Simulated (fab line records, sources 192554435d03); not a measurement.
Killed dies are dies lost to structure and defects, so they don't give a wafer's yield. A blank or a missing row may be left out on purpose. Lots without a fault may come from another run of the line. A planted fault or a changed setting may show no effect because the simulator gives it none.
A struck lot beside a sound one | flow n5_finfet | 16 steps out of a route of 1938
Sound: wafers L336.1, L336.2, L336.3. Struck: wafer L339.5. (L339.6 of the same lot was not struck and is left out.) The cause comes at the end.
At each step with rows: each side's tool, then ch and its chambers, then its first start. Under that, the readings that differ: sound wafers | struck wafers | difference of the means | sigmas: that difference in standard deviations of wafers without a fault.
alike: readings whose means differ by less than 2 such deviations, and words and numbers that are the same on both sides. not compared: withheld readings, readings that some wafer has no value for, bounds like >300 that may hide the same value, and numbers for which the record gives no deviation and whose values overlap.
The two part at a step that has a row with sigmas, a row that says differs or no value, or rows on one side only. Numbers that don't overlap but have no deviation are shown without sigmas and don't part them. A reading that every wafer of one side lacks parts them only if that side has two wafers or more.

N5_BEOL_M4_ETCH_41: etches SiCN in CH3F/O2, target depth 29.9 nm, time 52.5 s.
  sound on rie_diel-02 ch 0,1,2; struck on rie_diel-02 ch 0
  alike: drypump_motor_current_A, oes_product_au, rf_vpp_V, showerhead_plenum_p_Torr, throttle_valve_pct
  not compared: rf_hours_counter_h
N5_BEOL_M4_STRIP_97: strips in N2/H2, time 10 s.
  sound on rie_diel-02 ch 0,1,2; struck on rie_diel-02 ch 0
  alike: drypump_motor_current_A, h2_flow_sccm, oes_product_au, rf_vpp_V, showerhead_plenum_p_Torr, throttle_valve_pct
  not compared: rf_hours_counter_h
N5_BEOL_M4_OCD_MEAS_38:
  sound on ocd-02, day 10 13:37; struck on ocd-01, day 11 05:32
  alike: trench_depth_nm
then, 4 steps without rows for these wafers: N5_BEOL_M4_HM_STRIP_39 (strips TiN in peroxide tin strip, target depth 25 nm, time 158 s); N5_BEOL_M4_SRD_40 (time 30 s); N5_BEOL_M4_PRECLEAN_42 (cleans in residue remover, time 60 s); N5_BEOL_M4_SRD_43 (time 30 s).
N5_BEOL_M4_CD_MEAS_35: target cd 18 nm, target cd y 22.4 nm.
  sound on cd_sem-03, day 10 13:46; struck on cd_sem-01, day 11 05:41
  alike: cd_nm
N5_BEOL_M4_DEGAS_44: time 60 s.
  sound on pvd_sputter-03, day 10 13:49; struck on pvd_sputter-03, day 11 06:00
  alike: heater_power_w
then, 1 step without rows for these wafers: N5_BEOL_M4_PRE_CLEAN_45 (time 30 s).
N5_BEOL_M4_ALD_84: deposits TaN, pulse time 2 s, purge time 3 s, co reactant purge time 2 s.
  sound on ald_metal-02 ch 1,2,3, day 10 13:55; struck on ald_metal-04 ch 3, day 11 06:11
  alike: chamber_pressure_Torr, heater_power_w
N5_BEOL_M4_SURFACE_TREAT_85:
  sound on pvd_sputter-01, day 10 14:08; struck on pvd_sputter-02, day 11 07:19
  not compared: throttle_valve_pct
N5_BEOL_M4_CVD_47: deposits Co from CCTBA/H2, target thk 3 nm, time 223.8 s.
  sound on cvd_co-01 ch 0,1,2, day 10 14:30; struck on cvd_co-02 ch 1, day 11 07:40
  reading          | sound             | struck | difference | sigmas
  run_length_s (s) | 246.5 247.5 246.4 | 437.3  | +190.5     | +99 or more
  alike: chamber_pressure_Torr
then, 1 step without rows for these wafers: N5_BEOL_M4_SPUTTER_48 (material Cu, target thk 4.5 nm, time 8.29 s).
N5_BEOL_M4_RC_MEAS_101:
  sound on prober-02 ch 0, day 10 17:31; struck on prober-01 ch 0, day 11 11:23
  alike: DIBL_N, DIBL_P, IOFF_N, IOFF_P, ION_N, ION_P, SS_N, SS_P, VT_N, VT_P
-- the record jumps here: 4 days lie between the struck wafers' starts before and after (it left off in module BEOL_M4 and takes up again in module PASSIVATION, whose first step shown is number 1936 of the route) --
N5_PASSIVATION_PROBE_49:
  sound on prober-01, day 15 09:03; struck on prober-01, day 15 21:16
  alike: defect_limited_yield, killed_at_M0_to_M3, killed_at_M4_up, killed_at_contacts, killed_at_front_end, killed_at_other, killed_dies, killed_open, killed_short, sort_bin_5_function, sort_bin_6_memory, sort_bin_8_speed, sort_n_pass, sort_yield_pct

WHERE THEY PART
Only at N5_BEOL_M4_CVD_47, within this record. Later steps at which nothing parts them and some readings are alike: N5_BEOL_M4_RC_MEAS_101, N5_PASSIVATION_PROBE_49.

WHY: what the simulator had put in
Process parameter drift: cvd_co-02, from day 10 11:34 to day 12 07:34, at N5_BEOL_M4_CVD_47. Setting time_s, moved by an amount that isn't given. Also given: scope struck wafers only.
